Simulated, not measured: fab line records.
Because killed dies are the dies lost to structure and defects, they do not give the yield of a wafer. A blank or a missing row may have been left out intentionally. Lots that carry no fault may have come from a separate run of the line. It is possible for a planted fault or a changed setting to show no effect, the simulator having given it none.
fab line records	flow nand_harc
[record] lots = 6	wafers = 18	last_day = 34
route steps=1302 shown A_DECK1_JOINT@537 A_ONON_D2@545 A_CHANNEL_HOLE_D2@570 END@1302
lots that met no fault: from a run of the same line without faults
start_h: start of the lot's first displayed wafer, in hours after the record's first day	wait_h: how many hours have passed since the lot's step before this one	" identical to the entry in the row above	L1.1+2: several wafers, shown together as one row	- no value, or no start given	* or withheld: withheld	< > ~ a bound
route shown NAME@n: a module of which the file shows steps, and the number in the route of the first	usual: mean/standard deviation taken from wafers without a fault	same: alike in all rows	chamber/n: place in a boat	sites: readings site by site	_std_site: standard deviation of those values	_edge_site: mean of outer sites minus mean of inner sites	radius_mm: for every site, how far away it sits from the centre of the wafer	mask NAME#n: copy n	behind: the last tool/chamber to shape the wafer	hold: cause of the lot's hold/its duration in hours/its outcome	device: transistor that didn't switch, given as n, p or np	end of line: tests of these same wafers at the route's end	where a step has no rows: the recipe by itself	killed: not the wafer's yield, but the dies lost to structure and defects at the first sort	map: per-die view of a wafer (x killed, . not killed, _ where there is no die)
set.NAME: the setting as run; set.NAME@STEP: as run at that earlier step	model.NAME: the simulator's own value behind a step, which no gauge read
a table for each step, a row for each wafer; lots at some steps of the route
services: a tool's chamber out of use, with start hour (start_h, from the record's first day; less than 0 if before it), hours out, and reason
[[steps]]
[step NHARC_A_DECK1_JOINT_ANNEAL_28]
[recipe] temp_c = 500	time_s = 1800	idle_temp_c = 400	ramp_up_c_per_min = 10	densification_p_h2o_torr = 640
[step NHARC_A_DECK1_JOINT_ANNEAL_29]
[recipe] temp_c = 750	time_s = 1800	idle_temp_c = 500	ramp_up_c_per_min = 10	ramp_down_c_per_min = 3
[step NHARC_A_DECK1_JOINT_CMP_02]
[recipe] material = SiOx
[usual] motor_current_A = 12.0/1.1
lot.wafer	tool	chamber	start_h	wait_h	motor_current_A
L941.2	cmp-02	1	335.83	0.6	12.3
L941.1	"	2	"	"	11.3
L941.5	"	3	"	"	13.4
L942.2	cmp-03	3	347.33	0.4	12.6
L942.3	"	0	"	"	11.5
L942.4	"	1	"	"	10.9
L944.3	cmp-02	1	363.34	0.4	13.3
L944.2	"	2	"	"	10.9
L944.5	"	1	"	"	12.4
L952.4	cmp-02	0	453.66	0.4	12.9
L952.1	"	2	"	"	10.6
L952.5	"	1	"	"	12.4
L953.3	cmp-04	2	454.25	0.4	10.3
L953.4	"	3	"	"	11.3
L953.5	"	2	"	"	9.7
L957.2	cmp-04	3	503.01	0.4	11.2
L957.6	"	1	"	"	13.5
L957.5	"	2	"	"	9.9
[step NHARC_A_DECK1_JOINT_SRD_15]
[step NHARC_A_DECK1_JOINT_DEP_16]
[recipe] target_thk_a = 450	temp_c = 400	pressure_torr = 6.5	rf_w = 900	teos_flow_sccm = 161.4	flow_sccm = 2650	target_thk_nm = 45	gas = O2	material = SiO2
[usual] flow_sccm = 2651/8.8	heater_power_w = 562/110	rf_fwd_power_W = 896.2/2.8	throttle_valve_pct = 15.9/0.52
lot.wafer	tool	chamber	start_h	wait_h	flow_sccm	heater_power_w	rf_fwd_power_W	throttle_valve_pct
L941.2	pecvd-02	1	336.17	0.1	2642	452	895.7	15.9
L941.1	"	2	"	"	2649	551	894.4	16.6
L941.5	"	0	"	"	2665	690	897.3	16.0
L942.2	pecvd-02	0	347.70	0.1	2659	681	895.3	16.1
L942.3	"	2	"	"	2651	532	896.7	16.6
L942.4	"	2	"	"	2646	535	891.6	16.8
L944.2	pecvd-02	1	363.75	0.1	2647	535	900.8	16.0
L944.3	"	0	"	"	2647	680	895.4	16.1
L944.5	"	1	"	"	2640	521	896.0	16.0
L952.1	pecvd-01	1	454.05	0.1	2653	573	892.9	16.1
L952.4	"	1	"	"	2642	581	891.9	15.9
L952.5	"	2	"	"	2638	370	894.1	15.5
L953.3	pecvd-02	0	454.70	0.1	2658	555	894.8	16.4
L953.5	"	1	"	"	2644	479	897.0	15.1
L953.4	"	0	"	"	2641	537	894.7	16.4
L957.2	pecvd-02	1	503.35	0.1	2647	463	898.2	15.2
L957.6	"	1	"	"	2643	463	895.7	15.1
L957.5	"	2	"	"	2655	500	896.0	16.0
[step NHARC_A_DECK1_JOINT_THK_MEAS_17]
[recipe] thk_meas_gauge = ellipsometry
[usual] thk_nm = 45.0/1.2
lot.wafer	tool	chamber	start_h	wait_h	thk_nm
L941.1	film_metro-01	-	336.45	0.2	42.2
L941.2	"	-	"	"	44.3
L941.5	"	-	"	"	44.5
L942.2	film_metro-02	-	347.98	0.3	42.7
L942.3	"	-	"	"	43.9
L942.4	"	-	"	"	45.4
L944.2	film_metro-01	-	364.03	0.2	47.0
L944.3	"	-	"	"	44.6
L944.5	"	-	"	"	44.1
L952.1	film_metro-02	-	454.33	0.3	44.8
L952.4	"	-	"	"	45.5
L952.5	"	-	"	"	43.9
L953.3	film_metro-02	-	454.92	0.2	43.8
L953.4	"	-	"	"	47.2
L953.5	"	-	"	"	46.6
L957.2	film_metro-01	-	503.63	0.3	44.7
L957.5	"	-	"	"	47.0
L957.6	"	-	"	"	45.0
[step NHARC_A_DECK1_JOINT_INSPECT_05]
[usual] raw_defect_count = 327/130
lot.wafer	tool	chamber	start_h	wait_h	raw_defect_count
L941.1	defect_inspect-02	-	336.48	0.0	301
L941.2	"	-	"	"	394
L941.5	"	-	"	"	691
L942.2	defect_inspect-02	-	348.01	0.0	389
L942.3	"	-	"	"	332
L942.4	"	-	"	"	322
L944.2	defect_inspect-01	-	364.06	0.0	471
L944.3	"	-	"	"	414
L944.5	"	-	"	"	570
L952.1	defect_inspect-02	-	454.37	0.0	296
L952.4	"	-	"	"	365
L952.5	"	-	"	"	268
L953.3	defect_inspect-01	-	454.96	0.0	291
L953.4	"	-	"	"	426
L953.5	"	-	"	"	225
L957.2	defect_inspect-02	-	503.67	0.0	591
L957.5	"	-	"	"	454
L957.6	"	-	"	"	484
[step NHARC_A_ONON_D2_DEP_00]
[recipe] target_thk_a = 10000	n2_flow_sccm = 2750	n2o_flow_sccm = 2000	nh3_flow_sccm = 500	sih4_flow_sccm = 210	temp_c = 400
[step NHARC_A_ONON_D2_THK_MEAS_02]
[recipe] thk_meas_gauge = ellipsometry
[usual] thk_nm = 1003/8.7
lot.wafer	tool	chamber	start_h	wait_h	thk_nm
L941.1	film_metro-01	-	337.06	-	1000
L941.2	"	-	"	"	1000
L941.5	"	-	"	"	998
L942.2	film_metro-01	-	348.64	-	997
L942.3	"	-	"	"	995
L942.4	"	-	"	"	996
L944.2	film_metro-02	-	364.64	-	1020
L944.3	"	-	"	"	1019
L944.5	"	-	"	"	1019
L952.1	film_metro-02	-	455.08	-	996
L952.4	"	-	"	"	998
L952.5	"	-	"	"	998
L953.3	film_metro-02	-	455.64	-	1028
L953.4	"	-	"	"	1025
L953.5	"	-	"	"	1026
L957.2	film_metro-01	-	504.25	-	1004
L957.5	"	-	"	"	1003
L957.6	"	-	"	"	1004
[step NHARC_A_ONON_D2_DEP_03]
[recipe] target_thk_a = 10000	n2_flow_sccm = 2750	n2o_flow_sccm = 2000	nh3_flow_sccm = 500	sih4_flow_sccm = 210	temp_c = 400
[step NHARC_A_ONON_D2_THK_MEAS_05]
[recipe] thk_meas_gauge = ellipsometry
[usual] thk_nm = 1000/7.7
lot.wafer	tool	chamber	start_h	wait_h	thk_nm
L941.1	film_metro-02	-	337.63	-	994
L941.2	"	-	"	"	993
L941.5	"	-	"	"	993
L942.2	film_metro-01	-	349.21	-	986
L942.3	"	-	"	"	986
L942.4	"	-	"	"	988
L944.2	film_metro-01	-	365.21	-	1005
L944.3	"	-	"	"	1005
L944.5	"	-	"	"	1005
L952.1	film_metro-01	-	455.78	-	1003
L952.4	"	-	"	"	1001
L952.5	"	-	"	"	1002
L953.3	film_metro-01	-	456.35	-	992
L953.4	"	-	"	"	994
L953.5	"	-	"	"	994
L957.2	film_metro-02	-	504.82	-	1016
L957.5	"	-	"	"	1013
L957.6	"	-	"	"	1015
[step NHARC_A_ONON_D2_DEP_06]
[recipe] target_thk_a = 10000	n2_flow_sccm = 2750	n2o_flow_sccm = 2000	nh3_flow_sccm = 500	sih4_flow_sccm = 210	temp_c = 400
lot.wafer	tool	chamber	start_h	wait_h
L941.1+2+5	pecvd_onon-04	0	337.69	0.1
L942.2+3+4	pecvd_onon-04	0	349.32	0.1
L944.2+3+5	pecvd_onon-01	0	365.32	0.1
L952.1+4+5	pecvd_onon-04	0	455.97	0.2
L953.3+4+5	pecvd_onon-04	0	456.52	0.2
L957.2+5+6	pecvd_onon-01	0	504.93	0.1
[step NHARC_A_ONON_D2_THK_MEAS_08]
[recipe] thk_meas_gauge = ellipsometry
[usual] thk_nm = 1002/9.2
lot.wafer	tool	chamber	start_h	wait_h	thk_nm
L941.1	film_metro-02	-	338.20	-	1011
L941.2	"	-	"	"	1012
L941.5	"	-	"	"	1009
L942.2	film_metro-01	-	349.77	-	1007
L942.3	"	-	"	"	1009
L942.4	"	-	"	"	1010
L944.2	film_metro-01	-	365.77	-	1005
L944.3	"	-	"	"	1006
L944.5	"	-	"	"	1006
L952.1	film_metro-02	-	456.47	-	987
L952.4	"	-	"	"	988
L952.5	"	-	"	"	986
L953.3	film_metro-01	-	456.92	-	1007
L953.4	"	-	"	"	1006
L953.5	"	-	"	"	1005
L957.2	film_metro-02	-	505.39	-	1006
L957.5	"	-	"	"	1008
L957.6	"	-	"	"	1006
[step NHARC_A_ONON_D2_DEP_09]
[recipe] target_thk_a = 10000	n2_flow_sccm = 2750	n2o_flow_sccm = 2000	nh3_flow_sccm = 500	sih4_flow_sccm = 210	temp_c = 400
[step NHARC_A_ONON_D2_THK_MEAS_11]
[recipe] thk_meas_gauge = ellipsometry
[usual] thk_nm = 999/9.6
lot.wafer	tool	chamber	start_h	wait_h	thk_nm
L941.1	film_metro-01	-	338.76	-	994
L941.2	"	-	"	"	989
L941.5	"	-	"	"	991
L942.2	film_metro-02	-	350.35	-	984
L942.3	"	-	"	"	982
L942.4	"	-	"	"	985
L944.2	film_metro-01	-	366.34	-	996
L944.3	"	-	"	"	995
L944.5	"	-	"	"	994
L952.1	film_metro-01	-	457.27	-	1003
L952.4	"	-	"	"	1004
L952.5	"	-	"	"	1002
L953.3	film_metro-02	-	457.63	-	1003
L953.4	"	-	"	"	1003
L953.5	"	-	"	"	1002
L957.2	film_metro-02	-	505.96	-	988
L957.5	"	-	"	"	989
L957.6	"	-	"	"	989
[step NHARC_A_ONON_D2_DEP_12]
[recipe] target_thk_a = 10000	n2_flow_sccm = 2750	n2o_flow_sccm = 2000	nh3_flow_sccm = 500	sih4_flow_sccm = 210	temp_c = 400
[step NHARC_A_ONON_D2_THK_MEAS_14]
[recipe] thk_meas_gauge = ellipsometry
[usual] thk_nm = 1002/7.6
lot.wafer	tool	chamber	start_h	wait_h	thk_nm
L941.1	film_metro-01	-	339.33	-	1000
L941.2	"	-	"	"	999
L941.5	"	-	"	"	1001
L942.2	film_metro-02	-	350.92	-	1008
L942.3	"	-	"	"	1006
L942.4	"	-	"	"	1006
L944.2	film_metro-02	-	366.90	-	1015
L944.3	"	-	"	"	1014
L944.5	"	-	"	"	1014
L952.1	film_metro-01	-	457.83	-	1000
L952.4	"	-	"	"	999
L952.5	"	-	"	"	1001
L953.3	film_metro-01	-	458.19	-	1002
L953.4	"	-	"	"	1005
L953.5	"	-	"	"	1002
L957.2	film_metro-01	-	506.53	-	1006
L957.5	"	-	"	"	1008
L957.6	"	-	"	"	1005
[step NHARC_A_ONON_D2_ANNEAL_15]
[recipe] temp_c = 750	time_s = 3600
[step NHARC_A_ONON_D2_DEP_16]
[recipe] target_thk_a = 10000	n2_flow_sccm = 2750	n2o_flow_sccm = 2000	nh3_flow_sccm = 500	sih4_flow_sccm = 210	temp_c = 400
[step NHARC_A_ONON_D2_THK_MEAS_18]
[recipe] thk_meas_gauge = ellipsometry
[usual] thk_nm = 997/7.2
lot.wafer	tool	chamber	start_h	wait_h	thk_nm
L941.1	film_metro-01	-	346.59	-	987
L941.2	"	-	"	"	988
L941.5	"	-	"	"	986
L942.2	film_metro-02	-	361.99	-	998
L942.3	"	-	"	"	1000
L942.4	"	-	"	"	998
L944.2	film_metro-01	-	375.72	-	997
L944.3	"	-	"	"	999
L944.5	"	-	"	"	999
L952.1	film_metro-02	-	465.56	-	999
L952.4	"	-	"	"	1000
L952.5	"	-	"	"	1002
L953.3	film_metro-01	-	465.56	-	1009
L953.4	"	-	"	"	1009
L953.5	"	-	"	"	1010
L957.2	film_metro-02	-	514.30	-	997
L957.5	"	-	"	"	998
L957.6	"	-	"	"	997
[step NHARC_A_ONON_D2_DEP_19]
[recipe] target_thk_a = 10000	n2_flow_sccm = 2750	n2o_flow_sccm = 2000	nh3_flow_sccm = 500	sih4_flow_sccm = 210	temp_c = 400
[step NHARC_A_ONON_D2_THK_MEAS_21]
[recipe] thk_meas_gauge = ellipsometry
[usual] thk_nm = 1000/10
lot.wafer	tool	chamber	start_h	wait_h	thk_nm
L941.1	film_metro-01	-	347.15	-	995
L941.2	"	-	"	"	993
L941.5	"	-	"	"	997
L942.2	film_metro-02	-	362.56	-	990
L942.3	"	-	"	"	993
L942.4	"	-	"	"	992
L944.2	film_metro-01	-	376.29	-	1014
L944.3	"	-	"	"	1016
L944.5	"	-	"	"	1016
L952.1	film_metro-01	-	466.12	-	993
L952.4	"	-	"	"	994
L952.5	"	-	"	"	992
L953.3	film_metro-01	-	466.14	-	1012
L953.4	"	-	"	"	1013
L953.5	"	-	"	"	1014
L957.2	film_metro-02	-	514.87	-	994
L957.5	"	-	"	"	993
L957.6	"	-	"	"	994
[step NHARC_A_ONON_D2_DEP_22]
[recipe] target_thk_a = 10000	n2_flow_sccm = 2750	n2o_flow_sccm = 2000	nh3_flow_sccm = 500	sih4_flow_sccm = 210	temp_c = 400
[step NHARC_A_ONON_D2_THK_MEAS_24]
[recipe] thk_meas_gauge = ellipsometry
[usual] thk_nm = 1003/8.4
lot.wafer	tool	chamber	start_h	wait_h	thk_nm
L941.1	film_metro-01	-	347.72	-	1010
L941.2	"	-	"	"	1009
L941.5	"	-	"	"	1009
L942.2	film_metro-02	-	363.12	-	983
L942.3	"	-	"	"	984
L942.4	"	-	"	"	983
L944.2	film_metro-01	-	376.85	-	1002
L944.3	"	-	"	"	1005
L944.5	"	-	"	"	1002
L952.1	film_metro-01	-	466.69	-	991
L952.4	"	-	"	"	993
L952.5	"	-	"	"	992
L953.3	film_metro-02	-	466.70	-	1007
L953.4	"	-	"	"	1006
L953.5	"	-	"	"	1007
L957.2	film_metro-02	-	515.44	-	1007
L957.5	"	-	"	"	1008
L957.6	"	-	"	"	1007
[step NHARC_A_ONON_D2_DEP_25]
[recipe] target_thk_a = 10000	n2_flow_sccm = 2750	n2o_flow_sccm = 2000	nh3_flow_sccm = 500	sih4_flow_sccm = 210	temp_c = 400
[step NHARC_A_ONON_D2_THK_MEAS_27]
[recipe] thk_meas_gauge = ellipsometry
[usual] thk_nm = 1000/10
lot.wafer	tool	chamber	start_h	wait_h	thk_nm
L941.1	film_metro-01	-	348.28	-	996
L941.2	"	-	"	"	998
L941.5	"	-	"	"	996
L942.2	film_metro-01	-	363.69	-	997
L942.3	"	-	"	"	999
L942.4	"	-	"	"	999
L944.2	film_metro-01	-	377.42	-	1006
L944.3	"	-	"	"	1005
L944.5	"	-	"	"	1004
L952.1	film_metro-01	-	467.26	-	981
L952.4	"	-	"	"	981
L952.5	"	-	"	"	982
L953.3	film_metro-02	-	467.27	-	986
L953.4	"	-	"	"	986
L953.5	"	-	"	"	986
L957.2	film_metro-02	-	516.00	-	988
L957.5	"	-	"	"	989
L957.6	"	-	"	"	989
[step NHARC_A_ONON_D2_DEP_28]
[recipe] target_thk_a = 10000	n2_flow_sccm = 2750	n2o_flow_sccm = 2000	nh3_flow_sccm = 500	sih4_flow_sccm = 210	temp_c = 400
[step NHARC_A_ONON_D2_THK_MEAS_30]
[recipe] thk_meas_gauge = ellipsometry
[usual] thk_nm = 1002/10
lot.wafer	tool	chamber	start_h	wait_h	thk_nm
L941.1	film_metro-01	-	348.85	-	1024
L941.2	"	-	"	"	1023
L941.5	"	-	"	"	1023
L942.2	film_metro-02	-	364.26	-	1002
L942.3	"	-	"	"	1003
L942.4	"	-	"	"	1003
L944.2	film_metro-01	-	377.99	-	983
L944.3	"	-	"	"	981
L944.5	"	-	"	"	982
L952.1	film_metro-02	-	467.83	-	1014
L952.4	"	-	"	"	1015
L952.5	"	-	"	"	1014
L953.3	film_metro-02	-	467.84	-	996
L953.4	"	-	"	"	995
L953.5	"	-	"	"	994
L957.2	film_metro-02	-	516.57	-	993
L957.5	"	-	"	"	993
L957.6	"	-	"	"	991
[step NHARC_A_ONON_D2_DEP_33]
[recipe] target_thk_a = 2000	temp_c = 400	pressure_torr = 6.5	rf_w = 900	teos_flow_sccm = 161.4	flow_sccm = 2650	target_thk_nm = 200	gas = O2	material = SiO2
[usual] flow_sccm = 2649/6.8	heater_power_w = 538/100	rf_fwd_power_W = 898.3/2.8	throttle_valve_pct = 15.7/0.46
lot.wafer	tool	chamber	start_h	wait_h	flow_sccm	heater_power_w	rf_fwd_power_W	throttle_valve_pct
L941.1	pecvd-01	0	348.90	0.1	2652	601	901.6	14.8
L941.2	"	2	"	"	2648	407	899.2	15.1
L941.5	"	2	"	"	2648	405	900.2	15.1
L942.2	pecvd-02	2	364.31	0.1	2639	490	897.8	16.7
L942.3	"	1	"	"	2657	484	903.9	15.6
L942.4	"	0	"	"	2655	690	898.9	16.0
L944.2	pecvd-02	0	378.09	0.1	2653	746	895.5	16.2
L944.3	"	1	"	"	2638	500	900.5	15.8
L944.5	"	1	"	"	2639	484	898.9	15.9
L953.3	pecvd-04	0	467.90	0.1	2650	546	896.0	15.7
L953.5	"	0	"	"	2662	545	897.0	15.9
L953.4	"	2	"	"	2656	501	896.1	16.0
L952.1	pecvd-01	1	467.98	0.1	2653	590	895.8	15.6
L952.5	"	2	"	"	2653	386	895.5	15.7
L952.4	"	1	"	"	2658	590	901.9	15.8
L957.2	pecvd-04	0	516.62	0.1	2641	434	893.7	16.2
L957.5	"	1	"	"	2649	648	898.1	15.5
L957.6	"	2	"	"	2654	538	898.1	16.2
[step NHARC_A_ONON_D2_THK_MEAS_34]
[recipe] thk_meas_gauge = ellipsometry
[usual] thk_nm = 200.3/2.8
lot.wafer	tool	chamber	start_h	wait_h	thk_nm
L941.1	film_metro-02	-	349.32	-	196.9
L941.2	"	-	"	"	201.3
L941.5	"	-	"	"	204.3
L942.2	film_metro-02	-	364.75	-	198.3
L942.3	"	-	"	"	199.7
L942.4	"	-	"	"	198.7
L944.2	film_metro-01	-	378.47	-	197.6
L944.3	"	-	"	"	200.2
L944.5	"	-	"	"	201.2
L952.1	film_metro-01	-	468.30	-	199.5
L952.4	"	-	"	"	199.9
L952.5	"	-	"	"	206.5
L953.3	film_metro-02	-	468.31	-	201.1
L953.4	"	-	"	"	203.6
L953.5	"	-	"	"	204.3
L957.2	film_metro-01	-	517.03	-	200.2
L957.5	"	-	"	"	198.6
L957.6	"	-	"	"	200.9
[step NHARC_A_CHANNEL_HOLE_D2_DEP_00]
[recipe] target_thk_a = 31000	temp_c = 400	material = aC
[usual] throttle_valve_pct = 35.001/0.0097
lot.wafer	tool	chamber	start_h	wait_h	throttle_valve_pct
L941.1	acl_dep-03	0	353.99	4.6	34.987
L941.2	"	0	"	"	35.008
L941.5	"	0	"	"	34.996
L942.2	acl_dep-03	0	365.65	0.8	35.003
L942.3	"	0	"	"	34.995
L942.4	"	0	"	"	34.983
L944.2	acl_dep-02	0	382.88	4.4	35.002
L944.3	"	0	"	"	35.008
L944.5	"	0	"	"	35.013
L952.1	acl_dep-03	0	468.45	0.1	34.991
L952.4	"	0	"	"	34.993
L952.5	"	0	"	"	34.996
L953.3	acl_dep-01	0	469.85	1.5	35.011
L953.4	"	0	"	"	34.987
L953.5	"	0	"	"	35.001
L957.2	acl_dep-03	0	517.50	0.4	35.002
L957.5	"	0	"	"	34.990
L957.6	"	0	"	"	34.995
[step NHARC_A_CHANNEL_HOLE_D2_DEP_01]
[recipe] target_thk_a = 1400	target_thk_nm = 140	temp_c = 400	pressure_torr = 3.5	flow_sccm = 200	rf_w = 350	material = SiON
[usual] heater_power_w = 752/92	rf_fwd_power_W = 348.2/1.2
lot.wafer	tool	chamber	start_h	wait_h	heater_power_w	rf_fwd_power_W
L941.2	pecvd-04	0	355.90	1.3	783	347.9
L941.1	"	2	"	"	630	349.2
L941.5	"	0	"	"	769	348.6
L942.3	pecvd-04	0	367.29	1.0	758	349.3
L942.2	"	1	"	"	870	346.9
L942.4	"	0	"	"	757	347.3
L944.2	pecvd-01	1	384.48	1.3	794	349.2
L944.3	"	2	"	"	568	349.0
L944.5	"	2	"	"	581	350.0
L952.1	pecvd-03	0	470.38	1.6	704	348.4
L952.5	"	0	"	"	729	347.9
L952.4	"	2	"	"	865	349.0
L953.3	pecvd-03	0	471.23	1.0	715	348.6
L953.4	"	1	"	"	877	348.8
L953.5	"	0	"	"	724	348.4
L957.2	pecvd-01	2	519.15	1.3	615	348.1
L957.6	"	1	"	"	714	349.2
L957.5	"	0	"	"	872	347.7
[step NHARC_A_CHANNEL_HOLE_D2_DEHYDRATE_02]
[recipe] temp_c = 150	time_s = 120
[step NHARC_A_CHANNEL_HOLE_D2_HMDS_03]
[recipe] time_s = 30
[step NHARC_A_CHANNEL_HOLE_D2_COAT_36]
[recipe] temp_c = 260	time_s = 75
[step NHARC_A_CHANNEL_HOLE_D2_COAT_37]
[recipe] temp_c = 225	time_s = 65
[step NHARC_A_CHANNEL_HOLE_D2_COAT_04]
[recipe] spin_rpm = 1500	resist_thk_nm = 90
[step NHARC_A_CHANNEL_HOLE_D2_SOFTBAKE_05]
[recipe] temp_c = 105	time_s = 55
[step NHARC_A_CHANNEL_HOLE_D2_EBR_06]
[step NHARC_END_SORT_01]
[recipe] temp_c = 25
[usual] killed_at_array = 52/17	killed_at_other = 0.9/1.2	killed_at_periphery = 3.9/2.7	killed_dies = 57/16	killed_open = 3.3/1.9	killed_short = 2.5/1.5
[same] gross_dies = 677
lot.wafer	tool	chamber	start_h	wait_h	killed_at_array	killed_at_other	killed_at_periphery	killed_dies	killed_open	killed_short
L944.2	prober-02	0	655.62	2.8	59	3	4	66	1	4
L944.3	prober-02	0	656.42	3.1	62	2	6	70	5	2
L944.5	prober-02	0	658.03	3.7	59	3	3	65	6	2
L952.1	prober-02	0	741.33	2.5	145	0	1	146	1	0
L952.4	prober-02	0	743.78	3.4	136	2	4	142	7	2
L952.5	prober-02	0	744.59	3.8	137	3	0	140	4	2
L953.3	prober-01	0	742.93	3.1	121	4	5	130	3	2
L953.4	prober-01	0	743.71	3.4	137	1	2	140	4	4
L953.5	prober-01	0	744.50	3.6	130	0	5	135	2	2
// killed by level:class
L944.2 A_CHANNEL_HOLE_D1:chamber_film_flake=34 A_CHANNEL_HOLE_D2:chamber_film_flake=14 A_CONTACT:chamber_film_flake=3 THIN_TSV:chamber_film_flake=3 A_CHANNEL_FILL_D1:geometric_particle:short=2 P_STI:chamber_film_flake=2 A_CHANNEL_FILL_D1:chamber_film_flake=2 P_M0:geometric_particle:open=1
L944.3 A_CHANNEL_HOLE_D1:chamber_film_flake=37 A_CHANNEL_HOLE_D2:chamber_film_flake=11 A_CONTACT:chamber_film_flake=5 P_STI:chamber_film_flake=3 A_SLIT:chamber_film_flake=2 THIN_TSV:chamber_film_flake=2 P_GATE:geometric_particle:open=1 P_M0:geometric_particle:open=1
L944.5 A_CHANNEL_HOLE_D1:chamber_film_flake=40 A_CONTACT:chamber_film_flake=6 A_CHANNEL_HOLE_D2:chamber_film_flake=4 THIN_TSV:chamber_film_flake=3 A_BLC:geometric_particle:open=2 P_STI:chamber_film_flake=2 A_STAIRCASE:chamber_film_flake=2 P_M1:geometric_particle:open=1
L952.1 A_ONON_D2:unspecified=84 A_CHANNEL_HOLE_D1:chamber_film_flake=31 A_CHANNEL_HOLE_D2:chamber_film_flake=19 A_SLIT:chamber_film_flake=4 A_WL_FILL:chamber_film_flake=3 A_CONTACT:chamber_film_flake=2 P_M1:geometric_particle:open=1 A_DECK1_JOINT:chamber_film_flake=1
L953.3 A_ONON_D2:unspecified=80 A_CHANNEL_HOLE_D1:chamber_film_flake=22 A_SLIT:chamber_film_flake=9 P_M1:chamber_film_flake=4 A_STAIRCASE:chamber_film_flake=4 THIN_TSV:chamber_film_flake=3 P_CONTACT:geometric_particle:open=1 A_CHANNEL_FILL_D2:geometric_particle:open=1
L953.4 A_ONON_D2:unspecified=77 A_CHANNEL_HOLE_D1:chamber_film_flake=32 A_SLIT:chamber_film_flake=12 A_CONTACT:chamber_film_flake=3 A_CONTACT:geometric_particle:open=2 A_CHANNEL_FILL_D2:chamber_film_flake=2 P_GATE:geometric_particle:short=1 A_ONON_D1:geometric_particle:short=1
L952.4 A_ONON_D2:unspecified=78 A_CHANNEL_HOLE_D1:chamber_film_flake=26 A_CHANNEL_HOLE_D2:chamber_film_flake=12 A_STAIRCASE:chamber_film_flake=5 A_SLIT:chamber_film_flake=4 A_CONTACT:chamber_film_flake=3 A_CHANNEL_FILL_D2:geometric_particle:open=2 A_WL_FILL:geometric_particle:short=2
L953.5 A_ONON_D2:unspecified=73 A_CHANNEL_HOLE_D1:chamber_film_flake=38 A_SLIT:chamber_film_flake=10 A_CONTACT:chamber_film_flake=3 P_M1:chamber_film_flake=2 P_CONTACT:geometric_particle:open=1 A_ONON_D1:geometric_particle:short=1 A_CHANNEL_FILL_D1:geometric_particle:short=1
L952.5 A_ONON_D2:unspecified=80 A_CHANNEL_HOLE_D1:chamber_film_flake=29 A_CHANNEL_HOLE_D2:chamber_film_flake=14 A_STAIRCASE:chamber_film_flake=6 THIN_TSV:chamber_film_flake=3 A_CHANNEL_FILL_D2:geometric_particle:open=2 A_CHANNEL_FILL_D1:geometric_particle:open=1 A_ONON_D2:geometric_particle:short=1
// map L952.1 (x killed, . not)
____________.____________
_________.....x._________
_______..........._______
______............x______
_____..........x.x.x_____
____............xxxxx____
____..........xxxxxxx____
___...........xxxxxxxx___
___............xxxxxxx___
__..............xxxxxxx__
__.............xxxxxxxx__
_.............x.xxxxxxxx_
_...x...........xxxxxxxx_
_x..............xxxxxxxx_
_................xxxxxxx_
_................x.xxxx._
xx.................xx....
xxxx.....................
xxx......................
.xxxx....................
xxx......................
_x.xx..................._
_..x...........x........_
_.............x........._
_.................x....._
_..x...................._
__.............xx......__
__........x..x..xx.....__
___..........xx.......___
___.......x..x.x......___
____........x..x.....____
____........xx..x....____
_____......xxxx.x..._____
______.....x.xxxx..______
_______.....x.xx.._______
_________x..xxx._________
____________x____________
// map L953.4 (x killed, . not)
____________.____________
_________....x.x_________
_______.......xxxx_______
______....x....xxxx______
_____........x.xxxxx_____
____............xxxxx____
____............xxxxx____
___x..........x.xxxxxx___
___............xxxxxxx___
__..............xxxxxxx__
__............xxxxxxxxx__
_.............x.xxxxxxxx_
_...x...........xxxxxxxx_
_................xxxxxxx_
_.................xxxxxx_
_..............x.xxxx.x._
.................x.xx....
.....................x...
.........................
................x........
...............x.........
_...............x......._
_...x....x...xxxxx......_
_............x.xxxx....._
_..........x.x.xx......._
_.....x..xx..xxxxxx....._
__...x..........x.x....__
__..........x.x.xx.....__
___............x.....x___
___..............x....___
____.................____
____...........x.....____
_____...........x..._____
______.............______
_______......x...._______
_________......._________
____________.____________
[[services]]
tool	chamber	start_h	hours	kind
pecvd-03	-	314.03	2.2	repair
pecvd-01	-	323.23	0.8	repair
cmp-04	-	323.80	0.8	repair
cmp-02	-	330.66	4.0	pm
cmp-04	-	334.05	4.2	repair
cmp-04	-	347.09	0.7	repair
pecvd-04	1	349.72	4.1	repair
cmp-02	-	350.03	0.6	repair
pecvd-02	2	388.11	4.9	repair
pecvd-02	1	389.90	5.8	repair
pecvd-01	-	400.22	2.6	repair
pecvd-02	-	408.00	13.0	pm
cmp-02	-	416.90	10.5	repair
pecvd-04	-	421.20	0.6	repair
cmp-02	-	428.66	4.0	pm
pecvd-01	-	444.21	1.1	repair
pecvd-04	1	449.10	4.6	repair
pecvd-04	-	450.39	13.0	pm
cmp-02	-	480.56	0.4	repair
pecvd-04	0	483.40	4.5	repair
acl_dep-03	-	489.49	13.0	pm
pecvd_onon-04	-	492.32	13.0	pm
pecvd-01	-	492.40	13.0	pm
pecvd-02	-	517.43	2.6	repair
[[key]]
[first_sign] step = NHARC_END_SORT_01	reading = killed_dies	direction = up	sigmas = 5	usual = 57	struck = 139
[effect] step = NHARC_END_SORT_01	reading = killed_at_array	direction = up	sigmas = 4.9	usual = 52	struck = 134
[more_kills_born_at] NHARC_A_ONON_D2_DEP_06@pecvd_onon-04 = 472
met_at NHARC_A_ONON_D2_DEP_06
struck_wafers L952.1,L952.4,L952.5,L953.3,L953.4,L953.5
tester_left_out L952,L953
onset_between 349.32 455.97
also_fits NHARC_A_CHANNEL_HOLE_D2_DEP_01:pecvd-03
[fault] kind = chamber_particle_source	tool = pecvd_onon-04	chamber = -	onset_h = 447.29	steps = NHARC_A_ONON_D2_DEP_06	rate_per_visit_cm2 = 1.5431	end_h = 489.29
// tester_left_out: of these lots the tester's yield and bins aren't shown, on N5 and GAA mostly nor the transistor test; their killed dies are dies lost to structure and defects alone, not to doping, threshold or leakage, so they don't give the yield
